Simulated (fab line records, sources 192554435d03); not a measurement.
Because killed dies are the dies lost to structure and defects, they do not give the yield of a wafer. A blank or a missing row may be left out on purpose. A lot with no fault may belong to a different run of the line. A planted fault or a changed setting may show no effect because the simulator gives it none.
Chamber matching :: flow n5_finfet :: N5_PMOS_HMC_CHANNEL_EPI_DESCUM_14 on rie_diel-02: 4 sister chambers
The step chemistry O2, time 7.9 s. 4 wafers are shown with their chamber, then 8 later ones without.

## EACH WAFER AND ITS CHAMBER
wafer: L080.4
chamber: 3
drypump_motor_current_A (A): 5.2

wafer: L087.2
chamber: 1
drypump_motor_current_A (A): 6.6

wafer: L087.4
chamber: 2
drypump_motor_current_A (A): 6.1

wafer: L090.1
chamber: 0
drypump_motor_current_A (A): 6.3

## WAFERS MISSING THEIR CHAMBER
wafer: L090.3
drypump_motor_current_A (A): 6.1

wafer: L090.5
drypump_motor_current_A (A): 6.3

wafer: L091.2
drypump_motor_current_A (A): 6.3

wafer: L091.4
drypump_motor_current_A (A): 6.6

wafer: L091.6
drypump_motor_current_A (A): 6.2

wafer: L096.2
drypump_motor_current_A (A): 6.1

wafer: L096.4
drypump_motor_current_A (A): 5.2

wafer: L096.6
drypump_motor_current_A (A): 6.1

## WHICH CHAMBER EACH WENT THROUGH
wafer: L090.3
from the rows above: 2
in truth: 2

wafer: L090.5
from the rows above: 0
in truth: 0

wafer: L091.2
from the rows above: 0
in truth: 0

wafer: L091.4
from the rows above: 1
in truth: 1

wafer: L091.6
from the rows above: can't be placed: 0 or 2
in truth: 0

wafer: L096.2
from the rows above: 2
in truth: 2

wafer: L096.4
from the rows above: 3
in truth: 3

wafer: L096.6
from the rows above: 2
in truth: 2
Placed correctly: 7 of 8. From these rows, 1 cannot be placed; in 1 the true chamber is one of the candidates. Placed wrongly: 0.
How it was worked out, from the rows above alone: a wafer's distance from a chamber is the root of the sum, over the readings, of the square of ((its reading less the chamber's mean) divided by the reading's scatter). The wafer belongs to the nearest chamber; if the next one is less than 2 further off, it can't be placed. For every chamber, the mean is computed from those of its wafers that are shown. The scatter: root of mean squared gap, hidden wafer to nearest shown wafer, with one shown wafer a chamber.
